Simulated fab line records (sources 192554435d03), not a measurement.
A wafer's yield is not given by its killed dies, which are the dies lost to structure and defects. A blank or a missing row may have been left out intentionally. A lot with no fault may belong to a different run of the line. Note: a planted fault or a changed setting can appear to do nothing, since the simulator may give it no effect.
Chamber matching ; flow n5_finfet ; N5_STI_FIN_REVEAL_ETCH_34 on rie_si-01 has 4 sister chambers
The step etches Si in H2, material Si, target depth 0.97 nm. 4 wafers are shown with their chamber, then 9 later ones without.

## WAFERS WITH THEIR CHAMBER
wafer;chamber;drypump_motor_current_A (A)
L085.2;2;5.4
L086.2;1;6.3
L089.5;3;5.3
L089.6;0;6.0

## WAFERS WITH NO CHAMBER GIVEN
wafer;drypump_motor_current_A (A)
L093.1;5.4
L093.4;5.3
L093.6;6.0
L094.2;5.3
L094.4;5.3
L094.5;5.3
L095.3;6.1
L095.5;6.0
L095.6;5.3

## EACH ONE'S CHAMBER
wafer;from the rows above;in truth
L093.1;2;2
L093.4;3;3
L093.6;0;0
L094.2;3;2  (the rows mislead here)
L094.4;3;3
L094.5;3;3
L095.3;0;0
L095.5;0;0
L095.6;3;3
Placed correctly: 8 of 9. Number that these rows cannot place: 0. 1 placed wrongly.
How it was worked out, from the rows above alone: a wafer's distance from a chamber is the root of the sum, over the readings, of the square of ((its reading less the chamber's mean) divided by the reading's scatter). The wafer belongs to the nearest chamber; if the next one is less than 2 further off, it can't be placed. For every chamber, the mean is computed from those of its wafers that are shown. The scatter: root of mean squared gap, hidden wafer to nearest shown wafer, with one shown wafer a chamber.
